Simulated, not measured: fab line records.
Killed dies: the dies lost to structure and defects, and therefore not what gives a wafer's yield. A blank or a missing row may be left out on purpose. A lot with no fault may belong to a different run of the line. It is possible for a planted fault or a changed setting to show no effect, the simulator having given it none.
2 desks looking at one fault	flow nand harc	every desk sees just its own numbers, and what lay behind them comes last

== THE METROLOGY DESK ==
Means of the sampled wafers that have a number, per lot and without regard to the tool the lot ran on: this is what the gauges read. The brackets show how far a lot's mean lies from the usual mean; more than 4 standard deviations puts the lot out of limits, marked OUT.
Columns: A = overlay x nm at NHARC_P_STI_OVL_MEAS_10, usual 1 nm; B = overlay y nm at NHARC_P_STI_OVL_MEAS_10, usual -1 nm
lot	first seen here	A	B
L602	day 3 14:31	5	7
L604	day 4 12:02	-9	-6
L606	day 5 06:20	12	-8
L607	day 5 16:55	5	-3
L608	day 6 06:07	5	1
L610	day 7 00:27	8	-6
L611	day 7 13:45	0	-1
L613	day 8 05:32	8	-2
L614	day 8 16:37	4	1
L621	day 11 14:20	-6	-8
L622	day 11 23:54	-2	-2
L623	day 12 12:36	1	6
This desk's verdict: no lot among the 12 shows anything out of limits.

== TOOL OWNER'S DESK, rie diel-08 ==
The tool's own readings at NHARC_P_GATE_ETCH_104 (etches the open film in CF4/CHF3, target depth 60 nm): means of the sampled wafers that have a number, for each lot that ran on this tool. The brackets show how far a lot's mean lies from the usual mean; more than 4 standard deviations puts the lot out of limits, marked OUT.
Columns: A = cf4 flow sccm at NHARC_P_GATE_ETCH_104, usual 100.0 sccm; B = drypump motor current A at NHARC_P_GATE_ETCH_104, usual 5.6 A; C = oes product au at NHARC_P_GATE_ETCH_104, usual 0.954 a.u.; D = rf fwd power W at NHARC_P_GATE_ETCH_104, usual 491.8 W; E = rf vpp V at NHARC_P_GATE_ETCH_104, usual 371.9 V; F = showerhead plenum p Torr at NHARC_P_GATE_ETCH_104, usual 1.61 Torr; G = throttle valve pct at NHARC_P_GATE_ETCH_104, usual 16.802 %
lot	first seen here	A	B	C	D	E	F	G
L604	day 6 16:34	99.9	6.0	0.967	493.3	371.7	1.61	16.806
L608	day 8 19:20	100.1	5.1	0.968	490.4	369.1	1.55	16.799
L611	day 9 19:26	100.0	5.1	0.967	491.1	369.3	1.55	16.806
L613	day 10 07:21	100.0	5.4	0.884	425.6 (-29) OUT	371.4	1.59	16.800
L614	day 11 00:25	100.4	5.8	0.878	427.1 (-28) OUT	370.9	1.57	16.799
L621	day 13 18:03	100.0	5.4	0.971	491.9	370.3	1.59	16.799
This desk finds L613, L614 out of limits, L613 being first, at day 10 07:21 (rf fwd power W at NHARC_P_GATE_ETCH_104). Within limits: L604, L608, L611, L621.

== TAKEN TOGETHER ==
At day 10 07:21, on L613, L614, the tool owner's desk was in a position to raise an alarm.
Metrology desk: nothing out of limits seen.
The metrology desk holds a record of L613, L614, inside its limits.
On rie diel-08, each named lot ran NHARC_P_GATE_ETCH_104.

== WHAT HAD BEEN PUT IN BY THE SIMULATOR ==
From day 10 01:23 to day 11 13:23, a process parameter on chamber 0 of rie diel-08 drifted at NHARC_P_GATE_ETCH_104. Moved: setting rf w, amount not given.
Struck lots among those shown: L613, L614.
How many hours passed from the start of the fault until each desk's first out-of-limits reading: the tool owner's desk, 6.
